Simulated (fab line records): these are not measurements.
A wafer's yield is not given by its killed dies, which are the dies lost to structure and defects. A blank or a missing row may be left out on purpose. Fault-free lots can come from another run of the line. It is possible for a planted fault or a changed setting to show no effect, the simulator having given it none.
Comparing a struck lot with a sound one -- flow nand_harc -- 37 out of 1302 route steps
Sound: these wafers, L682.1, L682.5, L682.6. Wafers L687.2, L687.3, L687.6 were the ones struck. The cause comes at the end.
Per side, at each step with rows, come the tool, then ch with its chambers, and then its first start. Under that, the readings that differ: sound wafers -- struck wafers -- difference of the means -- sigmas: that difference in standard deviations of wafers without a fault.
alike: words and numbers the same on both sides, and readings whose means are apart by under 2 such deviations; not compared: readings that were withheld, readings missing a value for some wafer, numbers with overlapping values and no deviation given by the record, and bounds like >300 which may hide the same value.
Wherever a step has rows on one side only, a row that says differs or no value, or a row with sigmas, the two part there. Non-overlapping numbers with no deviation appear without sigmas and do not part them. Lack of a reading on every wafer of one side parts them only where that side has two or more wafers.

first, 7 steps without rows for these wafers: NHARC_A_CHANNEL_HOLE_D2_COAT_37 (time 65 s); NHARC_A_CHANNEL_HOLE_D2_COAT_04 (resist thk 90 nm); NHARC_A_CHANNEL_HOLE_D2_SOFTBAKE_05 (time 55 s); NHARC_A_CHANNEL_HOLE_D2_EBR_06; NHARC_A_CHANNEL_HOLE_D2_EXPOSE_07 (exposes mask HOLE D2, target cd 100 nm); NHARC_A_CHANNEL_HOLE_D2_PEB_08 (peb time 65 s); NHARC_A_CHANNEL_HOLE_D2_DEVELOP_09 (develop time 35 s).
NHARC_A_CHANNEL_HOLE_D2_CD_MEAS_10: the cd target is 100 nm.
  sound on cd_sem-02 ch 0, day 15 13:22; struck on cd_sem-03 ch 0, day 17 13:50
  alike: cd_nm
NHARC_A_CHANNEL_HOLE_D2_OVL_MEAS_11:
  sound on overlay-01 at day 15 13:28; struck on overlay-01 at day 17 13:55
reading,sound,struck,difference,sigmas
overlay_y_nm (nm),-0.5 -0.2 -0.7,2.0 2.2 1.5,+2.4,+3
  alike: overlay_x_nm
NHARC_A_CHANNEL_HOLE_D2_INSPECT_12:
  sound on defect_inspect-02 at day 15 13:31; struck on defect_inspect-02 at day 17 13:58
reading,sound,struck,difference,sigmas
raw_defect_count,10 9 3,67 56 55,+52,+2
then, 1 step without rows for these wafers: NHARC_A_CHANNEL_HOLE_D2_DESCUM_15 (chemistry O2, time 3 s).
NHARC_A_CHANNEL_HOLE_D2_ETCH_38: etches the open film in CF4, target depth 39 nm, time 65 s.
  sound on rie_diel-06 ch 0,1,2, day 15 13:40; struck on rie_diel-06 ch 2,3, day 17 14:08
  alike: drypump_motor_current_A, oes_product_au, rf_vpp_V, showerhead_plenum_p_Torr, throttle_valve_pct
  not compared: rf_hours_counter_h
NHARC_A_CHANNEL_HOLE_D2_ETCH_39: etches the open film in N2/H2, target depth 260 nm, time 325 s.
  sound on rie_diel-06 ch 0,1,3, day 15 13:47; struck on rie_diel-06 ch 0,2,3, day 17 14:14
  alike: drypump_motor_current_A, oes_product_au, rf_vpp_V, showerhead_plenum_p_Torr, throttle_valve_pct
  not compared: rf_hours_counter_h
then, 2 steps without rows for these wafers: NHARC_A_CHANNEL_HOLE_D2_ETCH_34 (etches the open film in CF4/CHF3, target depth 154 nm, time 77 s); NHARC_A_CHANNEL_HOLE_D2_ETCH_16 (etches the open film in O2/COS, target depth 3100 nm, time 806 s).
NHARC_A_CHANNEL_HOLE_D2_CD_MEAS_18:
  sound on cd_sem-03 at day 15 14:40; struck on cd_sem-03 at day 17 15:20
  alike: cd_nm
then, 2 steps without rows for these wafers: NHARC_A_CHANNEL_HOLE_D2_ETCH_19 (etches the open film in C4F8/O2/Ar, time 34.5 s); NHARC_A_CHANNEL_HOLE_D2_ETCH_20 (etches the open film in C4F8/O2/Ar, time 361.9 s, target depth 1600 nm).
NHARC_A_CHANNEL_HOLE_D2_ETCH_21: etches the open film in C4F8/O2/Ar, time 514.3 s, target depth 1600 nm.
  sound on har_etch-02 ch 0,1, day 15 15:10; struck on har_etch-01 ch 0,1, day 17 15:50
  alike: drypump_motor_current_A, showerhead_plenum_p_Torr, throttle_valve_pct
  not compared: rf_hours_counter_h
then, 3 steps without rows for these wafers: NHARC_A_CHANNEL_HOLE_D2_ETCH_22 (etches the open film in C4F8/O2/Ar, time 666.7 s, target depth 1600 nm); NHARC_A_CHANNEL_HOLE_D2_ETCH_23 (etches the open film in C4F8/O2/Ar, time 819 s, target depth 1600 nm); NHARC_A_CHANNEL_HOLE_D2_ETCH_24 (etches the open film in C4F8/O2/Ar, time 906.2 s, target depth 1500 nm).
NHARC_A_CHANNEL_HOLE_D2_ETCH_25: etches the open film in C4F8/O2/Ar, time 1040.2 s, target depth 1500 nm.
  sound on har_etch-02 ch 0,1, day 15 17:38; struck on har_etch-01 ch 0,1, day 17 18:18
  alike: drypump_motor_current_A, showerhead_plenum_p_Torr, throttle_valve_pct
  not compared: rf_hours_counter_h
NHARC_A_CHANNEL_HOLE_D2_ETCH_26: etches the open film in C4F8/O2/Ar, time 224.1 s, target depth 300 nm.
  sound on har_etch-02 ch 0,1, day 15 18:31; struck on har_etch-01 ch 0,1, day 17 19:10
  alike: drypump_motor_current_A, showerhead_plenum_p_Torr, throttle_valve_pct
  not compared: rf_hours_counter_h
NHARC_A_CHANNEL_HOLE_D2_ETCH_27: etches the open film in C4F8/O2/Ar, time 90 s, target depth 400 nm.
  sound on har_etch-02 ch 0,1, day 15 18:43; struck on har_etch-01 ch 0,1, day 17 19:22
  alike: drypump_motor_current_A, showerhead_plenum_p_Torr, throttle_valve_pct
  not compared: rf_hours_counter_h
then, 7 steps without rows for these wafers: NHARC_A_CHANNEL_HOLE_D2_STRIP_41 (strips in N2/H2); NHARC_A_CHANNEL_HOLE_D2_STRIP_42 (strips in CF4/CHF3); NHARC_A_CHANNEL_HOLE_D2_STRIP_43 (strips in O2/COS); NHARC_A_CHANNEL_HOLE_D2_ETCH_44 (etches the open film in CF4/O2, target depth 140 nm, overetch 14 nm, time 77 s); NHARC_A_CHANNEL_HOLE_D2_STRIP_28 (strips in O2); NHARC_A_CHANNEL_HOLE_D2_PRECLEAN_29 (cleans in SC1); NHARC_A_CHANNEL_HOLE_D2_SRD_30.
NHARC_A_CHANNEL_HOLE_D2_CD_MEAS_31:
  sound on cd_sem-02 at day 15 20:16; struck on cd_sem-02 at day 17 21:05
  alike: cd_nm
following that, these wafers have no rows for 1 step: NHARC_A_CHANNEL_HOLE_D2_XSEM_32.
NHARC_A_CHANNEL_HOLE_D2_INSPECT_40:
  sound on defect_inspect-01 at day 15 20:29; struck on defect_inspect-01 at day 17 21:16
reading,sound,struck,difference,sigmas
raw_defect_count,353 304 332,727 706 665,+370,+4
then, 1 step without rows for these wafers: NHARC_A_CHANNEL_FILL_D2_PRECLEAN_00 (cleans in SC1).
-- record jumps: 12 days between struck wafers' starts before vs after; left off in module A_CHANNEL_FILL_D2, resumes in module END, first step shown is number 1302 of the route --
NHARC_END_SORT_01:
  only the struck wafers appear in the record here, on prober-01 ch 0 at day 29 12:56; the sound ones have no rows

## WHERE THEY PART
First at NHARC_A_CHANNEL_HOLE_D2_OVL_MEAS_11; last, within this record, at NHARC_END_SORT_01.

WHY: what the simulator had put in
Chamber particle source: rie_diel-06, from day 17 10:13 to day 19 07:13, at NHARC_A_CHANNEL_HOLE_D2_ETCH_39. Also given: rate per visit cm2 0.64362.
